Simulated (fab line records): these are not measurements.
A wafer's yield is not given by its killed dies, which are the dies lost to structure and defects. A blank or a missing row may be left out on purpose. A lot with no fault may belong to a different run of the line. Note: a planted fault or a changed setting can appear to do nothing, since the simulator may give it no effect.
Problem report in the 8D (eight disciplines) form, filled by code    flow n5 finfet    the parts of the form that need people (team, actions taken, sign-off) are left out

1. PROBLEM STATEMENT
Across 6 wafers from 2 lots, SDB_OVL at N5_SDB_OVL_MEAS_12 averages 7.8 nm, while fault-free wafers read 0.2 nm with a standard deviation of 0.66. Measured from the usual mean, that is +12 standard deviations.
Earliest sighting: wafer L504.3 on overlay-02 at day 5 09:45. At this step, 27 wafers from 9 lots have a number in the record. By rule, "out" or "out of limits" means more than 4 standard deviations away from the usual mean. The other wafers with a number count as sound.

2. WHAT IT IS, WHAT IT ISN'T
question                     is                      is not
which readings at this step  SDB_OVL                 -
which lots                   L504, L505              L500, L511, L512, L514, L516, L519, L520
which wafers of those lots   all that have a number  -
read on which gauges         overlay-01, overlay-02  -
when                         from day 5 09:45        up to then (3 sound wafers); but 18 sound wafers of L511, L512, L514, L516, L519, L520 came after

3. WHAT RULES OUT EACH SUSPECT
Counting: a tool at any process step up to the reading remains a suspect when it ran all the lots that are out and ran no sound lot after the first of those.
- the gauge at N5_SDB_OVL_MEAS_12 is ruled out. 2 gauges (overlay-01, overlay-02) read the wafers that are out.
- rie diel-02 at N5_SD_EPI_P_ETCH_36 (etches SiARC in CF4, target depth 45.5 nm, time 75.8 s): ruled out as a lasting fault. The sound lots L514, L516 went through it after L504, its earliest lot that is out (day 4 18:56).
- arfi scanner-01 at N5_SDB_EXPOSE_08 (exposes mask SDB): kept. All lots that are out passed through it, beginning with L504 at day 5 09:37, and no sound lot followed; its final sound lot before that point was L500 at day 4 08:36.
Remaining after the count: arfi scanner-01 at N5_SDB_EXPOSE_08.

4. THE CAUSE (what the simulator had put in)
Scanner matching overlay: arfi scanner-01, from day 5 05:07 on, at N5_SDB_EXPOSE_08. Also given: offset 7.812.
Counting left only this tool.

5. THE CHAIN OF EFFECTS, in route order
Each row: a reading where the mean over the struck wafers with a number is more than 3 standard deviations away from the usual. Scope: only readings with a usual standard deviation given in the record; hours: median across lots of the time from each lot's start at the first step in this table that gives one to its start at this step; sigmas: change in usual standard deviations.
hours  step                     reading               usual   on struck wafers  change  sigmas
0      N5_SDB_OVL_MEAS_12       SDB_OVL               0.2 nm  7.8               +7.6    +12
210    N5_PASSIVATION_PROBE_49  defect limited yield  91.6 %  38.5              -53.1   -44
210    N5_PASSIVATION_PROBE_49  killed at front end   37      667               +630    +66
210    N5_PASSIVATION_PROBE_49  killed dies           99      726               +627    +42
210    N5_PASSIVATION_PROBE_49  killed on rim         13      94                +81     +23
210    N5_PASSIVATION_PROBE_49  sort_bin_5_function   4.9 %   31.2              +26.4   +34
210    N5_PASSIVATION_PROBE_49  sort n pass           1081    454               -627    -42
210    N5_PASSIVATION_PROBE_49  sort yield pct        91.6 %  38.5              -53.1   -44
The process steps in it:
- N5_PASSIVATION_PROBE_49
Later measuring or inspecting steps at which every struck wafer that the step has a row for has a number for every such reading, and none has moved that far: N5_SDB_THK_MEAS_31, N5_BEOL_M4_RC_MEAS_101.

6. HOW IT WOULD HAVE BEEN CAUGHT EARLIER
5 hours passed between the start of the fault at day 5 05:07 and the first reading out of limits at a measuring or inspecting step in this record, taken at day 5 09:45.
An alarm limit of 4 standard deviations would not have fired on the tool readings at N5_SDB_EXPOSE_08 for which the record gives a usual standard deviation, since none of them was out on any struck wafer.
L505, from the lots that are out (2), started N5_SDB_EXPOSE_08 on arfi scanner-01 later than day 5 09:45. A hold on the tool at that time would have spared it.
